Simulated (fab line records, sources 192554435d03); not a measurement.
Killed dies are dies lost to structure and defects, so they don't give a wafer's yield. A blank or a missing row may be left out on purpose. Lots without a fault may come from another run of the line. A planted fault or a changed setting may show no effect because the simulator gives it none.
fab line records | flow n5_finfet
record lots=5 wafers=15 last_day=18
route steps=1938 shown BEOL_M1@821 BEOL_M2@841
lots that met no fault: from a run of the same line without faults
start_h: hours from the record's first day to the start of the lot's first wafer shown | wait_h: hours since the lot's step before | " the same as in the row above | L1.1+2: a row that stands for several wafers | - no value, or no start given | * or withheld: withheld | < > ~ a bound
route shown NAME@n: a module of which the file shows steps, and the number in the route of the first | usual: mean/standard deviation of fault-free wafers | same: alike in all rows | chamber/n: place in a boat | sites: the reading at each site | _std_site: their standard deviation | _edge_site: outer sites' mean less inner sites' | radius_mm: how far each site lies from the wafer's centre | mask NAME#n: copy n | behind: the tool/chamber that last shaped the wafer | hold: why the lot was held/for how many hours/how that ended | device: the transistor (n, p or np) that didn't switch | end of line: the same wafers' tests at the end of the route | a step without rows: its recipe alone | killed: dies lost to structure and defects at the first sort, not the wafer's yield | map: a wafer's dies, x killed, . not, _ none there
set.NAME: the setting as run; set.NAME@STEP: as run at that earlier step | model.NAME: the simulator's own value behind a step, which no gauge read
lots at some steps of the route; a table a step, a row a wafer
services: from which hour (start_h, from the record's first day; less than 0 if before it) a tool's chamber was out of use, for how many hours, and why
## steps
# step N5_BEOL_M1_ANNEAL_87
# recipe temp_c=400 time_s=240 ambient=vacuum
# usual heater_power_w=838/47
# columns lot.wafer tool chamber start_h wait_h heater_power_w
L076.1 pvd_sputter-01 - 140.56 0.0 809
L076.4 " - " " 797
L076.5 " - " " 854
L079.1 pvd_sputter-01 - 168.96 0.0 836
L079.4 " - " " 818
L079.6 " - " " 782
L083.4 pvd_sputter-03 - 200.37 0.0 790
L083.5 " - " " 915
L083.6 " - " " 813
L091.2 pvd_sputter-02 - 229.81 0.0 857
L091.3 " - " " 925
L091.5 " - " " 832
L094.1 pvd_sputter-02 - 257.10 0.0 825
L094.2 " - " " 838
L094.4 " - " " 779
# step N5_BEOL_M1_SPUTTER_88
# recipe material=Cu target_thk_a=45 temp_c=-20 chamber_pressure_pa=0.07 power_w=withheld time_s=8.29
# usual throttle_valve_pct=30.3/1.2
# columns lot.wafer tool chamber start_h wait_h throttle_valve_pct
L076.1 pvd_sputter-01 - 140.70 0.1 31.6
L076.4 " - " " 30.5
L076.5 " - " " 31.6
L079.1 pvd_sputter-01 - 169.10 0.1 31.2
L079.4 " - " " 31.6
L079.6 " - " " 30.7
L083.4 pvd_sputter-03 - 200.51 0.1 30.5
L083.5 " - " " 28.3
L083.6 " - " " 30.2
L091.2 pvd_sputter-02 - 229.95 0.1 28.8
L091.3 " - " " 30.5
L091.5 " - " " 29.0
L094.1 pvd_sputter-02 - 257.24 0.1 28.2
L094.2 " - " " 28.8
L094.4 " - " " 29.3
# step N5_BEOL_M1_ANNEAL_89
# recipe temp_c=400 time_s=240 ambient=vacuum
# usual heater_power_w=838/47
# columns lot.wafer tool chamber start_h wait_h heater_power_w
L076.1 pvd_sputter-01 - 140.78 0.0 820
L076.4 " - " " 787
L076.5 " - " " 843
L079.1 pvd_sputter-01 - 169.18 0.0 838
L079.4 " - " " 808
L079.6 " - " " 794
L083.4 pvd_sputter-03 - 200.59 0.0 804
L083.5 " - " " 941
L083.6 " - " " 823
L091.2 pvd_sputter-02 - 230.03 0.0 839
L091.3 " - " " 931
L091.5 " - " " 841
L094.1 pvd_sputter-02 - 257.32 0.0 833
L094.2 " - " " 830
L094.4 " - " " 778
# step N5_BEOL_M1_SPUTTER_90
# recipe material=Cu target_thk_a=45 temp_c=-20 chamber_pressure_pa=0.07 power_w=withheld time_s=8.29
# usual throttle_valve_pct=30.2/1.2
# columns lot.wafer tool chamber start_h wait_h throttle_valve_pct
L076.1 pvd_sputter-01 - 140.92 0.1 31.5
L076.4 " - " " 30.4
L076.5 " - " " 31.7
L079.1 pvd_sputter-01 - 169.32 0.1 31.5
L079.4 " - " " 31.4
L079.6 " - " " 30.5
L083.4 pvd_sputter-03 - 200.73 0.1 30.3
L083.5 " - " " 28.3
L083.6 " - " " 30.2
L091.2 pvd_sputter-02 - 230.17 0.1 28.7
L091.3 " - " " 30.6
L091.5 " - " " 29.2
L094.1 pvd_sputter-02 - 257.46 0.1 28.5
L094.2 " - " " 28.7
L094.4 " - " " 29.2
# step N5_BEOL_M1_ANNEAL_91
# recipe temp_c=400 time_s=240 ambient=vacuum
# usual heater_power_w=838/47
# columns lot.wafer tool chamber start_h wait_h heater_power_w
L076.1 pvd_sputter-01 - 141.00 0.0 807
L076.4 " - " " 803
L076.5 " - " " 839
L079.1 pvd_sputter-01 - 169.40 0.0 839
L079.4 " - " " 807
L079.6 " - " " 796
L083.4 pvd_sputter-03 - 200.81 0.0 804
L083.5 " - " " 942
L083.6 " - " " 829
L091.2 pvd_sputter-02 - 230.25 0.0 837
L091.3 " - " " 965
L091.5 " - " " 840
L094.1 pvd_sputter-02 - 257.54 0.0 817
L094.2 " - " " 851
L094.4 " - " " 794
# step N5_BEOL_M1_SPUTTER_92
# recipe material=Cu target_thk_a=45 temp_c=-20 chamber_pressure_pa=0.07 power_w=withheld time_s=8.29
# usual throttle_valve_pct=30.3/1.2
# columns lot.wafer tool chamber start_h wait_h throttle_valve_pct
L076.1 pvd_sputter-01 - 141.14 0.1 31.4
L076.4 " - " " 30.7
L076.5 " - " " 31.5
L079.1 pvd_sputter-01 - 169.54 0.1 31.8
L079.4 " - " " 31.6
L079.6 " - " " 30.3
L083.4 pvd_sputter-03 - 200.95 0.1 30.5
L083.5 " - " " 28.4
L083.6 " - " " 30.4
L091.2 pvd_sputter-02 - 230.39 0.1 28.9
L091.3 " - " " 30.4
L091.5 " - " " 28.7
L094.1 pvd_sputter-02 - 257.68 0.1 28.4
L094.2 " - " " 29.0
L094.4 " - " " 29.8
# step N5_BEOL_M1_ANNEAL_93
# recipe temp_c=400 time_s=240 ambient=vacuum
# usual heater_power_w=839/47
# columns lot.wafer tool chamber start_h wait_h heater_power_w
L076.1 pvd_sputter-01 - 141.22 0.0 823
L076.4 " - " " 814
L076.5 " - " " 840
L079.1 pvd_sputter-01 - 169.62 0.0 855
L079.4 " - " " 796
L079.6 " - " " 792
L083.4 pvd_sputter-03 - 201.03 0.0 813
L083.5 " - " " 950
L083.6 " - " " 774
L091.2 pvd_sputter-02 - 230.47 0.0 833
L091.3 " - " " 937
L091.5 " - " " 866
L094.1 pvd_sputter-02 - 257.76 0.0 834
L094.2 " - " " 831
L094.4 " - " " 782
# step N5_BEOL_M1_SPUTTER_94
# recipe material=Cu target_thk_a=45 temp_c=-20 chamber_pressure_pa=0.07 power_w=withheld time_s=8.29
# usual throttle_valve_pct=30.3/1.2
# columns lot.wafer tool chamber start_h wait_h throttle_valve_pct
L076.1 pvd_sputter-01 - 141.36 0.1 31.3
L076.4 " - " " 30.6
L076.5 " - " " 31.5
L079.1 pvd_sputter-01 - 169.76 0.1 31.5
L079.4 " - " " 31.3
L079.6 " - " " 30.2
L083.4 pvd_sputter-03 - 201.17 0.1 29.9
L083.5 " - " " 28.2
L083.6 " - " " 30.6
L091.2 pvd_sputter-02 - 230.61 0.1 28.9
L091.3 " - " " 30.2
L091.5 " - " " 28.7
L094.1 pvd_sputter-02 - 257.90 0.1 28.2
L094.2 " - " " 28.6
L094.4 " - " " 29.7
# step N5_BEOL_M1_ANNEAL_95
# recipe temp_c=400 time_s=240 ambient=vacuum
# usual heater_power_w=838/47
# columns lot.wafer tool chamber start_h wait_h heater_power_w
L076.1 pvd_sputter-01 - 141.44 0.0 813
L076.4 " - " " 795
L076.5 " - " " 839
L079.1 pvd_sputter-01 - 169.84 0.0 844
L079.4 " - " " 822
L079.6 " - " " 777
L083.4 pvd_sputter-03 - 201.25 0.0 811
L083.5 " - " " 923
L083.6 " - " " 821
L091.2 pvd_sputter-02 - 230.69 0.0 842
L091.3 " - " " 950
L091.5 " - " " 824
L094.1 pvd_sputter-02 - 257.98 0.0 818
L094.2 " - " " 862
L094.4 " - " " 783
# step N5_BEOL_M1_SPUTTER_96
# recipe material=Cu target_thk_a=45 temp_c=-20 chamber_pressure_pa=0.07 power_w=withheld time_s=8.29
# usual throttle_valve_pct=30.3/1.2
# columns lot.wafer tool chamber start_h wait_h throttle_valve_pct
L076.1 pvd_sputter-01 - 141.58 0.1 31.4
L076.4 " - " " 30.8
L076.5 " - " " 31.5
L079.1 pvd_sputter-01 - 169.98 0.1 31.5
L079.4 " - " " 31.2
L079.6 " - " " 30.6
L083.4 pvd_sputter-03 - 201.39 0.1 30.6
L083.5 " - " " 28.2
L083.6 " - " " 30.1
L091.2 pvd_sputter-02 - 230.83 0.1 28.9
L091.3 " - " " 30.4
L091.5 " - " " 28.8
L094.1 pvd_sputter-02 - 258.12 0.1 28.5
L094.2 " - " " 28.6
L094.4 " - " " 29.9
# step N5_BEOL_M1_ECD_50
# recipe material=Cu target_thk_a=3000
# columns lot.wafer tool chamber start_h wait_h
L076.1+4+5 ecd_cu-02 0 141.70 0.1
L079.1+4+6 ecd_cu-01 1,0,1 170.10 0.1
L083.4+5+6 ecd_cu-02 1,1,0 201.53 0.1
L091.2+3+5 ecd_cu-01 1,0,0 230.95 0.1
L094.1+2+4 ecd_cu-01 1,0,0 258.24 0.1
# step N5_BEOL_M1_ANNEAL_51
# recipe temp_c=225 time_s=90 ambient=N2
# usual wafer_temp_C_max=226.09/0.25
# columns lot.wafer tool chamber start_h wait_h wafer_temp_C_max
L076.1 rtp_anneal-02 0 141.78 0.1 226.57
L076.4 " 0 " " 225.87
L076.5 " 0 " " 225.91
L079.1 rtp_anneal-02 0 170.18 0.1 226.27
L079.4 " 0 " " 225.82
L079.6 " 0 " " 226.04
L083.4 rtp_anneal-02 0 201.84 0.3 226.39
L083.5 " 0 " " 225.88
L083.6 " 0 " " 226.09
L091.2 rtp_anneal-02 0 231.07 0.1 226.29
L091.3 " 0 " " 226.15
L091.5 " 0 " " 226.13
L094.1 rtp_anneal-01 0 258.32 0.1 225.87
L094.2 " 0 " " 225.82
L094.4 " 0 " " 226.06
# step N5_BEOL_M1_CMP_52
# recipe stop_on=SiOC t_overpolish_s=6.8 down_force_psi=1 platen_rpm=50 clearing_platen_down_force_psi=1.5 clearing_platen_rpm=50 post_cmp_clean=cu_alkaline target_thk_nm=40 clearing_platen_pad_velocity_m_s=0.99484 pad_velocity_m_s=0.99484
# usual barrier_field_endpoint_s=24.4/0.66 edge_zone_pressure_frac=1.000/0.005 head_pressure_psi=1.0000/0.0021 motor_current_A=6.0/0.63 overpolish_run_s=6.801/0.0088 time_to_endpoint_s=62/3.2
# columns lot.wafer tool chamber start_h wait_h barrier_field_endpoint_s edge_zone_pressure_frac head_pressure_psi motor_current_A overpolish_run_s time_to_endpoint_s
L076.1 cmp-04 0 142.08 0.3 24.2 0.993 1.0037 7.1 6.788 57
L076.4 " 3 " " 24.1 0.995 1.0009 5.7 6.806 59
L076.5 " 1 " " 24.5 1.002 0.9971 5.8 6.803 60
L079.4 cmp-01 2 170.48 0.1 25.8 1.002 1.0016 6.5 6.794 65
L079.1 " 3 " " 25.6 0.996 0.9962 7.1 6.788 68
L079.6 " 3 " " 26.1 1.004 0.9960 7.0 6.809 67
L083.4 cmp-01 1 202.00 0.1 25.6 0.999 1.0025 4.9 6.801 67
L083.6 " 1 " " 25.7 1.003 1.0018 4.8 6.790 69
L083.5 " 2 " " 25.6 0.999 1.0026 5.8 6.797 66
L091.3 cmp-03 0 231.32 0.2 25.2 1.008 1.0001 5.8 6.808 64
L091.2 " 3 " " 25.3 1.006 0.9967 5.8 6.806 65
L091.5 " 0 " " 25.0 1.006 0.9960 6.1 6.771 61
L094.4 cmp-01 3 258.65 0.2 24.3 0.998 0.9982 6.8 6.792 63
L094.2 " 0 " " 23.6 0.994 1.0002 5.5 6.805 61
L094.1 " 1 " " 23.6 1.008 0.9964 5.1 6.796 62
# step N5_BEOL_M1_THK_MEAS_53
# recipe thk_meas_gauge=xrf reads=Cu_of_BEOL_M1_ECD_50
# usual M1_THK=39.7/1.5
# columns lot.wafer tool chamber start_h wait_h M1_THK[nm]
L076.1 film_metro-02 - 142.37 - 36.0
L076.4 " - " " 40.1
L076.5 " - " " 41.3
L079.1 film_metro-01 - 170.77 - 40.3
L079.4 " - " " 41.1
L079.6 " - " " 43.4
L083.4 film_metro-02 - 202.30 - 39.5
L083.5 " - " " 40.8
L083.6 " - " " 39.3
L091.2 film_metro-02 - 231.62 - 40.3
L091.3 " - " " 40.8
L091.5 " - " " 41.1
L094.1 film_metro-01 - 258.91 - 37.3
L094.2 " - " " 35.8
L094.4 " - " " 39.2
# step N5_BEOL_M1_PRE_CLEAN_60
# recipe gas=NH3/H2 time_s=15 temp_c=* rf_power_w=300
# usual heater_power_w=97/19
# columns lot.wafer tool chamber start_h wait_h heater_power_w
L076.1 cvd_co-02 0 142.41 0.0 100
L076.4 " 0 " " 98
L076.5 " 1 " " 75
L079.1 cvd_co-01 1 170.81 0.0 123
L079.4 " 1 " " 124
L079.6 " 2 " " 75
L083.4 cvd_co-02 2 202.35 0.1 80
L083.5 " 1 " " 76
L083.6 " 0 " " 100
L091.2 cvd_co-01 2 231.65 0.0 77
L091.3 " 0 " " 113
L091.5 " 2 " " 77
L094.1 cvd_co-01 0 258.95 0.0 113
L094.2 " 2 " " 80
L094.4 " 2 " " 76
# step N5_BEOL_M1_CO_CAP_55
# recipe material=Co target_thk_a=20 temp_c=200 precursor=CCTBA/H2 pressure_torr=30 time_s=102.1
# usual heater_power_w=250/23
# columns lot.wafer tool chamber start_h wait_h heater_power_w
L076.1 cvd_co-02 0 142.45 0.0 250
L076.4 " 0 " " 252
L076.5 " 1 " " 227
L079.1 cvd_co-01 1 170.85 0.0 281
L079.4 " 1 " " 276
L079.6 " 2 " " 227
L083.4 cvd_co-02 2 202.41 0.0 231
L083.5 " 1 " " 225
L083.6 " 0 " " 252
L091.2 cvd_co-01 2 231.69 0.0 228
L091.3 " 0 " " 270
L091.5 " 2 " " 226
L094.1 cvd_co-01 0 258.99 0.0 276
L094.2 " 2 " " 224
L094.4 " 2 " " 225
# step N5_BEOL_M1_PRE_CLEAN_56
# recipe gas=NH3 time_s=15 temp_c=withheld rf_power_w=300
# columns lot.wafer tool chamber start_h wait_h
L076.1+4+5 pecvd-04 1,0,2 142.54 0.1
L079.1+4+6 pecvd-02 0,0,1 170.94 0.1
L083.4+5+6 pecvd-04 0,2,1 202.48 0.0
L091.2+3+5 pecvd-01 2,1,0 231.78 0.1
L094.1+2+4 pecvd-01 2,0,2 259.08 0.1
# step N5_BEOL_M1_DEP_57
# recipe material=SiCN target_thk_a=80 temp_c=withheld precursor=3MS/NH3 pressure_torr=3 rf_w=202 time_s=14
# usual showerhead_plenum_p_Torr=3.664/0.016 throttle_valve_pct=8.9/0.46
# columns lot.wafer tool chamber start_h wait_h showerhead_plenum_p_Torr throttle_valve_pct
L076.1 pecvd-04 1 142.57 0.0 3.640 9.4
L076.4 " 0 " " 3.669 8.4
L076.5 " 2 " " 3.686 8.4
L079.1 pecvd-02 0 170.96 0.0 3.647 8.4
L079.4 " 0 " " 3.638 8.4
L079.6 " 1 " " 3.669 9.3
L083.4 pecvd-04 0 202.51 0.0 3.673 8.6
L083.5 " 2 " " 3.683 8.5
L083.6 " 1 " " 3.646 9.8
L091.2 pecvd-01 2 231.81 0.0 3.669 8.6
L091.3 " 1 " " 3.676 9.0
L091.5 " 0 " " 3.686 8.5
L094.1 pecvd-01 2 259.10 0.0 3.664 8.7
L094.2 " 0 " " 3.687 8.8
L094.4 " 2 " " 3.665 8.7
# step N5_BEOL_M1_RS_MEAS_58
# recipe thk_meas_gauge=four-point-probe reads=Co_of_BEOL_M1_CO_CAP_55+Cu_of_BEOL_M1_ECD_50+Co_of_BEOL_M1_CVD_47+TaN_of_BEOL_M1_ALD_84
# usual M1_RS=0.68/0.033
# columns lot.wafer tool chamber start_h wait_h M1_RS[ohm/sq]
L076.1 film_metro-01 - 142.63 0.0 0.77
L076.4 " - " " 0.67
L076.5 " - " " 0.65
L079.1 film_metro-01 - 171.03 0.0 0.66
L079.4 " - " " 0.64
L079.6 " - " " 0.60
L083.4 film_metro-02 - 202.56 0.0 0.67
L083.5 " - " " 0.64
L083.6 " - " " 0.68
L091.2 film_metro-01 - 231.88 0.1 0.66
L091.3 " - " " 0.65
L091.5 " - " " 0.65
L094.1 film_metro-02 - 259.17 0.0 0.72
L094.2 " - " " 0.75
L094.4 " - " " 0.67
# step N5_BEOL_M1_INSPECT_59
# recipe inspect_instrument=darkfield mode=post_dep
# usual raw_defect_count=73/25
# columns lot.wafer tool chamber start_h wait_h raw_defect_count
L076.1 defect_inspect-01 - 142.66 0.0 67
L076.4 " - " " 41
L076.5 " - " " 63
L079.1 defect_inspect-01 - 171.06 0.0 57
L079.4 " - " " 91
L079.6 " - " " 41
L083.4 defect_inspect-02 - 202.58 0.0 98
L083.5 " - " " 62
L083.6 " - " " 49
L091.2 defect_inspect-01 - 231.90 0.0 62
L091.3 " - " " 92
L091.5 " - " " 59
L094.1 defect_inspect-02 - 259.20 0.0 84
L094.2 " - " " 45
L094.4 " - " " 65
# step N5_BEOL_M2_ILD_DEP_00
# recipe material=SiOC target_thk_a=790 temp_c=350 precursor=DEMS/O2 pressure_torr=5 rf_w=500 time_s=15.3
# usual heater_power_w=530/80 showerhead_plenum_p_Torr=5.699/0.019 throttle_valve_pct=12.2/1.3
# columns lot.wafer tool chamber start_h wait_h heater_power_w showerhead_plenum_p_Torr throttle_valve_pct
L076.1 pecvd-03 2 142.70 0.0 647 5.734 10.8
L076.4 " 2 " " 645 5.716 10.6
L076.5 " 0 " " 601 5.695 14.2
L079.1 pecvd-04 2 171.09 0.0 453 5.714 11.4
L079.4 " 2 " " 448 5.715 11.2
L079.6 " 0 " " 513 5.694 11.1
L083.4 pecvd-03 1 202.64 0.1 507 5.709 12.6
L083.5 " 0 " " 560 5.681 14.5
L083.6 " 2 " " 611 5.733 10.8
L091.2 pecvd-02 1 231.94 0.0 417 5.708 12.2
L091.3 " 1 " " 422 5.693 12.2
L091.5 " 1 " " 431 5.707 12.3
L094.1 pecvd-03 1 259.23 0.0 528 5.718 12.6
L094.2 " 2 " " 649 5.708 10.7
L094.4 " 1 " " 522 5.728 13.1
# step N5_BEOL_M2_THK_MEAS_01
# recipe reads=SiOC_of_BEOL_M2_ILD_DEP_00
# usual M2_ILD_THK=79.0/1
# columns lot.wafer tool chamber start_h wait_h M2_ILD_THK[nm]
L076.1 film_metro-01 - 142.78 0.1 77.6
L076.4 " - " " 78.2
L076.5 " - " " 78.2
L079.1 film_metro-01 - 171.16 0.0 79.0
L079.4 " - " " 79.8
L079.6 " - " " 79.9
L083.4 film_metro-02 - 202.69 0.0 79.6
L083.5 " - " " 80.4
L083.6 " - " " 80.2
L091.2 film_metro-01 - 232.02 0.1 77.9
L091.3 " - " " 78.5
L091.5 " - " " 78.6
L094.1 film_metro-01 - 259.30 0.0 78.0
L094.2 " - " " 76.7
L094.4 " - " " 79.8
# step N5_BEOL_M2_PECVD_72
# recipe material=SiO2 target_thk_a=160 temp_c=400 precursor=TEOS/O2 pressure_torr=5.5 rf_w=450 teos_flow_sccm=53.8 gas=O2 flow_sccm=3000 time_s=18
# usual heater_power_w=760/110 showerhead_plenum_p_Torr=8.78/0.077 throttle_valve_pct=22.4/1.9
# columns lot.wafer tool chamber start_h wait_h heater_power_w showerhead_plenum_p_Torr throttle_valve_pct
L076.1 pecvd-04 0 142.82 0.0 754 8.77 21.0
L076.4 " 0 " " 744 8.77 20.6
L076.5 " 1 " " 602 8.73 24.1
L079.1 pecvd-03 1 171.20 0.0 848 8.89 23.8
L079.4 " 2 " " 923 8.90 20.2
L079.6 " 0 " " 833 8.78 27.2
L083.4 pecvd-04 0 202.74 0.1 709 8.79 20.9
L083.5 " 2 " " 584 8.84 21.3
L083.6 " 1 " " 602 8.70 23.9
L091.2 pecvd-04 0 232.06 0.0 783 8.78 21.0
L091.3 " 0 " " 783 8.79 21.1
L091.5 " 0 " " 763 8.78 21.2
L094.1 pecvd-04 1 259.34 0.0 651 8.73 23.9
L094.2 " 0 " " 773 8.78 20.9
L094.4 " 0 " " 806 8.77 21.1
# step N5_BEOL_M2_HM_DEP_02
# recipe material=TiN target_thk_a=200 temp_c=25 chamber_pressure_pa=0.49996
# usual throttle_valve_pct=29.7/1
# columns lot.wafer tool chamber start_h wait_h throttle_valve_pct
L076.1 pvd_sputter-03 - 143.37 0.5 30.1
L076.4 " - " " 28.4
L076.5 " - " " 30.0
L079.1 pvd_sputter-02 - 171.88 0.7 30.3
L079.4 " - " " 29.7
L079.6 " - " " 28.9
L083.4 pvd_sputter-03 - 203.35 0.6 30.0
L083.5 " - " " 30.3
L083.6 " - " " 30.3
L091.2 pvd_sputter-03 - 234.23 2.2 30.0
L091.3 " - " " 28.4
L091.5 " - " " 29.3
L094.1 pvd_sputter-01 - 260.28 0.9 31.6
L094.2 " - " " 31.7
L094.4 " - " " 30.4
# step N5_BEOL_M2_COAT_61
# recipe resist=SOC temp_c=250 time_s=60 spin_rpm=1500 resist_thk_nm=60
# columns lot.wafer tool chamber start_h wait_h
L076.1+4+5 litho_track-04 0 143.50 0.1
L079.1+4+6 litho_track-01 0 172.01 0.1
L083.4+5+6 litho_track-03 0 203.48 0.1
L091.2+3+5 litho_track-04 0 234.36 0.1
L094.1+2+4 litho_track-04 0 260.41 0.1
# step N5_BEOL_M2_COAT_62
# recipe resist=SiARC temp_c=220 time_s=60 spin_rpm=1500 resist_thk_nm=12
# columns lot.wafer tool chamber start_h wait_h
L076.1+4+5 litho_track-04 0 - -
L079.1+4+6 litho_track-01 0 - -
L083.4+5+6 litho_track-03 0 - -
L091.2+3+5 litho_track-04 0 - -
L094.1+2+4 litho_track-04 0 - -
# step N5_BEOL_M2_COAT_73
# recipe resist=underlayer temp_c=205 time_s=60 spin_rpm=1500 resist_thk_nm=5
# columns lot.wafer tool chamber start_h wait_h
L076.1+4+5 litho_track-04 0 - -
L079.1+4+6 litho_track-01 0 - -
L083.4+5+6 litho_track-03 0 - -
L091.2+3+5 litho_track-04 0 - -
L094.1+2+4 litho_track-04 0 - -
# step N5_BEOL_M2_COAT_05
# recipe resist=CAR-EUV spin_rpm=1500 resist_thk_nm=30
# columns lot.wafer tool chamber start_h wait_h
L076.1+4+5 litho_track-04 0 - -
L079.1+4+6 litho_track-01 0 - -
L083.4+5+6 litho_track-03 0 - -
L091.2+3+5 litho_track-04 0 - -
L094.1+2+4 litho_track-04 0 - -
# step N5_BEOL_M2_EBR_07
# recipe solvent=PGMEA ebr_width_mm=1.5
# columns lot.wafer tool chamber start_h wait_h
L076.1+4+5 litho_track-04 0 - -
L079.1+4+6 litho_track-01 0 - -
L083.4+5+6 litho_track-03 0 - -
L091.2+3+5 litho_track-04 0 - -
L094.1+2+4 litho_track-04 0 - -
# step N5_BEOL_M2_SOFTBAKE_06
# recipe temp_c=110 time_s=60 resist=CAR-EUV
# columns lot.wafer tool chamber start_h wait_h
L076.1+4+5 litho_track-04 0 - -
L079.1+4+6 litho_track-01 0 - -
L083.4+5+6 litho_track-03 0 - -
L091.2+3+5 litho_track-04 0 - -
L094.1+2+4 litho_track-04 0 - -
# step N5_BEOL_M2_EXPOSE_08
# recipe mask_id=M2 na=0.33 source_shape=dipole sigma_inner=0.369 sigma_outer=0.767 polarization=unpolarized dose_mj=41.25
# same dipole_opening_deg=79.7
# columns lot.wafer tool chamber start_h wait_h mask
L076.1+4+5 euv_scanner-01 0 143.64 - M2#0
L079.1+4+6 euv_scanner-01 0 172.17 - M2#0
L083.4+5+6 euv_scanner-01 0 203.76 - M2#0
L091.2+3+5 euv_scanner-01 0 234.50 - M2#0
L094.1+2+4 euv_scanner-01 0 260.55 - M2#0
# step N5_BEOL_M2_PEB_09
# recipe peb_temp_c=100 peb_time_s=60 resist=CAR-EUV
# columns lot.wafer tool chamber start_h wait_h
L076.1+4+5 litho_track-01 0 143.70 0.1
L079.1+4+6 litho_track-04 0 172.24 0.1
L083.4+5+6 litho_track-01 0 203.81 0.0
L091.2+3+5 litho_track-03 0 234.56 0.1
L094.1+2+4 litho_track-03 0 260.61 0.1
# step N5_BEOL_M2_DEVELOP_10
# recipe develop_time_s=30 developer=TMAH resist=CAR-EUV rinse_liquid=surfactant_rinse dry=air_spin dev_temp_c=23
# usual developer_temp_C=22.99/0.1
# columns lot.wafer tool chamber start_h wait_h developer_temp_C
L076.1 litho_track-01 0 - - 23.00
L076.4 " 0 " " 23.00
L076.5 " 0 " " 22.94
L079.1 litho_track-04 0 - - 22.93
L079.4 " 0 " " 22.96
L079.6 " 0 " " 22.99
L083.4 litho_track-01 0 - - 22.97
L083.5 " 0 " " 23.04
L083.6 " 0 " " 23.07
L091.2 litho_track-03 0 - - 22.96
L091.3 " 0 " " 23.02
L091.5 " 0 " " 22.94
L094.1 litho_track-03 0 - - 23.12
L094.2 " 0 " " 22.95
L094.4 " 0 " " 23.02
# step N5_BEOL_M2_CD_MEAS_11
# recipe target_cd_nm=16.79 landing_energy_ev=500 detector=se_inlens polarity=opening
# usual cd_nm=16.79/0.24
# columns lot.wafer tool chamber start_h wait_h cd_nm
L076.1 cd_sem-03 0 143.77 - 17.28
L076.4 " 0 " " 17.13
L076.5 " 0 " " 17.03
L079.1 cd_sem-02 0 172.30 - 16.72
L079.4 " 0 " " 17.31
L079.6 " 0 " " 16.73
L083.4 cd_sem-01 0 203.87 - 16.89
L083.5 " 0 " " 17.17
L083.6 " 0 " " 16.64
L091.2 cd_sem-02 0 234.63 - 16.58
L091.3 " 0 " " 16.84
L091.5 " 0 " " 16.57
L094.1 cd_sem-03 0 260.68 - 16.70
L094.2 " 0 " " 17.04
L094.4 " 0 " " 16.71
# step N5_BEOL_M2_OVL_MEAS_12
# recipe points_per_wafer=522
# usual M2_OVL=0.3/0.58
# columns lot.wafer tool chamber start_h wait_h M2_OVL[nm]
L076.1 overlay-02 0 143.80 0.0 0.2
L076.4 " 0 " " 1.1
L076.5 " 0 " " 0.7
L079.1 overlay-02 0 172.33 0.0 1.1
L079.4 " 0 " " -0.2
L079.6 " 0 " " -0.3
L083.4 overlay-01 0 203.92 0.0 -0.2
L083.5 " 0 " " 0.4
L083.6 " 0 " " -1.3
L091.2 overlay-02 0 234.67 0.0 1.4
L091.3 " 0 " " 1.2
L091.5 " 0 " " 0.3
L094.1 overlay-01 0 260.71 0.0 1.0
L094.2 " 0 " " -0.1
L094.4 " 0 " " -0.4
# step N5_BEOL_M2_INSPECT_13
# recipe mode=adi inspect_instrument=brightfield
# usual raw_defect_count=418/98
# columns lot.wafer tool chamber start_h wait_h raw_defect_count
L076.1 defect_inspect-02 - 143.86 0.1 360
L076.4 " - " " 323
L076.5 " - " " 407
L079.1 defect_inspect-02 - 172.39 0.1 471
L079.4 " - " " 571
L079.6 " - " " 414
L083.4 defect_inspect-02 - 203.96 0.0 486
L083.5 " - " " 610
L083.6 " - " " 604
L091.2 defect_inspect-02 - 234.72 0.0 273
L091.3 " - " " 485
L091.5 " - " " 345
L094.1 defect_inspect-01 - 260.77 0.1 510
L094.2 " - " " 258
L094.4 " - " " 237
# step N5_BEOL_M2_DESCUM_16
# recipe chemistry=O2 time_s=7 source_power_w=50 bias_power_w=20 pressure_mtorr=20 rf_frequency_hz=2.712e+07 temp_c=40 resist=CAR-EUV o2_flow_sccm=225
# usual chamber_pressure_mTorr=20.000/0.019 drypump_motor_current_A=5.6/0.51 oes_product_au=0.80/0.091 rf_vpp_V=243.4/1.5 showerhead_plenum_p_Torr=2.10/0.076 throttle_valve_pct=20.38/0.22
# columns lot.wafer tool chamber start_h wait_h chamber_pressure_mTorr drypump_motor_current_A oes_product_au rf_hours_counter_h rf_vpp_V showerhead_plenum_p_Torr throttle_valve_pct
L076.1 rie_diel-04 0 143.96 0.1 20.001 4.9 0.83 81 243.4 2.04 20.49
L076.4 " 1 " " 20.036 5.7 0.74 - 242.4 2.00 20.09
L076.5 " 3 " " 20.011 5.8 0.71 - 243.8 2.09 20.24
L079.1 rie_diel-06 1 172.43 0.0 19.956 5.9 0.91 32 245.4 2.21 20.23
L079.4 " 2 " " 19.970 5.4 0.69 239 244.3 2.16 20.72
L079.6 " 1 " " 19.956 5.9 0.90 - 245.3 2.21 20.24
L083.4 rie_diel-03 1 204.13 0.2 20.021 6.2 0.79 107 244.7 2.08 20.00
L083.5 " 2 " " 19.971 5.6 0.83 - 242.4 2.04 20.60
L083.6 " 1 " " 19.990 6.3 0.79 - 243.7 2.08 20.01
L091.2 rie_diel-03 0 234.75 0.0 20.032 5.1 0.76 127 246.1 2.17 20.47
L091.3 " 1 " " 20.003 6.2 0.78 118 242.0 2.08 20.01
L091.5 " 2 " " 19.990 5.6 0.81 - 241.0 2.04 20.63
L094.1 rie_diel-04 0 261.07 0.3 20.027 5.0 0.80 119 241.8 2.03 20.54
L094.2 " 2 " " 19.993 6.8 0.65 243 243.6 2.04 20.81
L094.4 " 3 " " 20.010 5.8 0.68 216 242.3 2.07 20.30
## services
# columns tool chamber start_h hours kind
euv_scanner-01 - 121.73 4.6 pm
cvd_co-01 1 129.59 16.6 repair
pvd_sputter-02 - 139.65 3.9 repair
pecvd-03 1 140.91 3.5 repair
rie_diel-04 2 142.43 9.2 repair
pecvd-01 - 142.64 2.8 pm
pvd_sputter-03 - 144.16 23.3 repair
euv_scanner-01 - 144.28 1.0 pm
cvd_co-02 0 151.94 5.1 repair
pecvd-01 0 152.59 28.6 repair
cmp-01 - 153.41 0.8 repair
rie_diel-04 3 166.11 2.1 repair
cmp-01 - 166.14 4.0 pm
pvd_sputter-02 - 183.42 2.3 repair
pecvd-04 0 185.76 4.8 repair
pecvd-01 - 188.11 1.8 repair
pecvd-02 0 192.78 19.7 repair
euv_scanner-01 - 200.45 1.0 pm
pecvd-01 0 206.51 20.5 repair
pecvd-04 - 224.36 1.5 repair
pecvd-03 0 225.67 2.2 repair
ecd_cu-02 - 228.57 15.5 repair
euv_scanner-01 - 245.13 0.6 repair
euv_scanner-01 - 256.58 1.0 pm
## key
fault none
